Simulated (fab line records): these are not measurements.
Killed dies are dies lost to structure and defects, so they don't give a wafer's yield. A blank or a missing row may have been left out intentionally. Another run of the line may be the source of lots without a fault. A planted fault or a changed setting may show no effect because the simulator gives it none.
Chamber matching ; flow n5Finfet ; rieDiel-03 running N5_BEOL_M11_ETCH_62: 4 sister chambers
The step etches SOC in N2/H2, target depth 110 nm, overetch 22 nm, time 165 s. 16 wafers are shown with their chamber, then 8 later ones without.

## WAFERS PAIRED WITH THEIR CHAMBERS
wafer;chamber;drypumpMotorCurrentA (A);oesProductAu (a.u.);throttleValvePct (%)
L077.2;3;5.6;0.59;17.97
L077.4;2;5.5;0.61;17.71
L077.5;2;5.5;0.62;17.73
L080.1;0;6.4;0.61;17.89
L080.3;3;5.6;0.58;17.98
L080.4;2;5.5;0.61;17.71
L082.1;0;6.4;0.61;17.89
L082.3;1;6.1;0.70;17.82
L082.4;3;5.6;0.57;17.99
L087.3;0;6.3;0.60;17.92
L087.5;3;5.6;0.58;18.01
L087.6;2;5.5;0.60;17.77
L085.3;0;6.4;0.60;17.90
L085.4;1;6.0;0.69;17.84
L085.6;0;6.3;0.60;17.89
L086.1;1;6.0;0.69;17.83

SIGNATURES (means of the wafers above)
reading;chamber 0;chamber 1;chamber 2;chamber 3;scatter within a chamber
drypumpMotorCurrentA;6.360;6.033;5.500;5.600;0.0394
oesProductAu;0.6040;0.6933;0.6100;0.5800;0.00699
throttleValvePct;17.8980;17.8300;17.7300;17.9875;0.0186
Rule: a wafer lies at a distance from a chamber equal to the root of the sum of squares, over the readings, of (its reading less the chamber's mean, divided by the reading's scatter). If the next closest chamber is less than 2 further off than the closest, the wafer can't be placed; otherwise it belongs to the closest. The scatter: take each reading less its chamber's mean, square it, sum over the shown wafers, divide by the number of wafers less the number of chambers, and take the root.

## WAFERS WITHOUT THEIR CHAMBER
wafer;drypumpMotorCurrentA (A);oesProductAu (a.u.);throttleValvePct (%)
L086.2;5.5;0.60;17.74
L086.6;6.1;0.70;17.85
L090.1;5.6;0.57;18.00
L090.2;6.3;0.60;17.91
L090.4;6.0;0.69;17.86
L095.1;6.1;0.68;17.88
L095.2;5.5;0.59;17.78
L095.5;6.1;0.68;17.87

## WHICH CHAMBER EACH WENT THROUGH
wafer;from the rows above;in truth
L086.2;2;2
L086.6;1;1
L090.1;3;3
L090.2;0;0
L090.4;1;1
L095.1;1;1
L095.2;2;2
L095.5;1;1
Correct placement for 8 of the 8. Can't be placed from these rows: 0. Number placed wrongly: 0.
